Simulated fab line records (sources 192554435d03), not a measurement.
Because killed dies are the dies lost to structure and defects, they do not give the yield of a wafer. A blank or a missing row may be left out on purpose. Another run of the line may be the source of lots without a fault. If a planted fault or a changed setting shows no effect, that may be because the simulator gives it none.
Split-lot trial -- flow n5-finfet -- on a route of 1938 steps: 7 lots, 21 wafers read

== SPLIT DETAILS ==
At N5_BEOL_M11_COAT_22 (resist thk 90 nm), the setting spin-rpm was moved away from the recipe's 1500 rpm on 7 of the 21 wafers read, by +3.5% to +11.2%. The other wafers ran this setting at the recipe's value.

== FROM THE SPLIT TO THE READING: what the file shows between them, 4 steps ==
- N5_BEOL_M11_EBR_24
- N5_BEOL_M11_SOFTBAKE_23: time 60 s
- N5_BEOL_M11_EXPOSE_25: exposes mask V10
- N5_BEOL_M11_PEB_26: peb time 60 s

== THE READING ==
CAR-ArF_of_BEOL_M11_COAT_22.thk-nm (the simulator's own value, which no gauge read), in nm, at N5_BEOL_M11_DEVELOP_27 (develop time 30 s). The file gives no usual value for it. Here, 14 wafers ran the recipe; their average is 88.3 nm with a standard deviation of 0.23 nm.

wafer,"tool, chamber at the split","spin-rpm as run, rpm",against the recipe,"CAR-ArF_of_BEOL_M11_COAT_22.thk-nm, nm",against lot-mates on the recipe
L074.1,"litho-track-02, 0",1500,recipe,88,-
L074.3,"litho-track-02, 0",1500,recipe,88,-
L074.4,"litho-track-02, 0",1500,recipe,88.2,-
L077.1,"litho-track-01, 0",1500,recipe,88.2,-
L077.4,"litho-track-01, 0",1500,recipe,88.2,-
L077.5,"litho-track-01, 0",1500,recipe,88.4,-
L079.2,"litho-track-02, 0",1596,+6.4%,85,no lot-mate on the recipe
L079.6,"litho-track-02, 0",1596,+6.4%,85,no lot-mate on the recipe
L079.3,"litho-track-02, 0",1596,+6.4%,85.2,no lot-mate on the recipe
L076.1,"litho-track-04, 0",1500,recipe,88,-
L076.5,"litho-track-04, 0",1500,recipe,88,-
L076.2,"litho-track-04, 0",1500,recipe,88.2,-
L084.1,"litho-track-04, 0",1500,recipe,88.4,-
L084.3,"litho-track-04, 0",1668,+11.2%,83.8,-4.6
L084.4,"litho-track-04, 0",1668,+11.2%,83.8,-4.6
L090.1,"litho-track-01, 0",1553,+3.5%,87,-1.4
L090.2,"litho-track-01, 0",1500,recipe,88.4,-
L090.6,"litho-track-01, 0",1553,+3.5%,87.4,-1.0
L091.1,"litho-track-02, 0",1500,recipe,88.4,-
L091.3,"litho-track-02, 0",1500,recipe,88.6,-
L091.6,"litho-track-02, 0",1500,recipe,88.8,-

THE FIT
A straight line over all 21 wafers: CAR-ArF_of_BEOL_M11_COAT_22.thk-nm changes by -0.424 nm for each +1% of spin-rpm; r = -0.98; the points scatter about the line by 0.33 nm.
The same after taking each lot's own level away (the mean of its wafers on the recipe; 18 wafers): -0.407 nm for each +1%; r = -1.00; scatter 0.15 nm.
On that fit, the largest move of spin-rpm shifts the reading by 4.6 nm.
Across the lots, their own levels run from 88.07 to 88.60 nm, a range of 2.3 times the standard deviation given above.
The two slopes are in agreement: the lot-to-lot level therefore moves the slope only a little.
Check: for one of the wafers moved furthest among these (+11.2%), held out of the fit, the line's prediction against its lot-mates is -4.47 nm. Against them it came out at -4.6 nm.

== THESE WAFERS: OTHER SPLITS ==
Note: prior to the reading, these wafers also went through further splits. Each is held against what the fit with the lots' levels taken away leaves over:
other split on the same wafers,wafers away from the commonest value,r with CAR-ArF_of_BEOL_M11_COAT_22.thk-nm (lot level and that fit taken away)
N5_BEOL_M10_EXPOSE_08 dose-mj,4,+0.19
N5_BEOL_M11_ETCH_62 time-s,10,-0.11

== THE WHOLE CHAIN: every reading that the file lists as answering this split, in the file's order ==
step,what it does,reading,change (the file's fit),r (the file's)
N5_BEOL_M11_COAT_22,resist thk 90 nm,"CAR-ArF_of_BEOL_M11_COAT_22.thk-nm (the simulator's own value, which no gauge read)",-0.423 nm for each +1% of the setting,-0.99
N5_BEOL_M11_DEVELOP_27,develop time 30 s,"CAR-ArF_of_BEOL_M11_COAT_22.thk-nm (the simulator's own value, which no gauge read)",-0.404 nm for each +1% of the setting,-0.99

== FILE'S OWN FIT ==
CAR-ArF_of_BEOL_M11_COAT_22.thk-nm changes by -0.404 nm for each +1% of spin-rpm, r = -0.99.
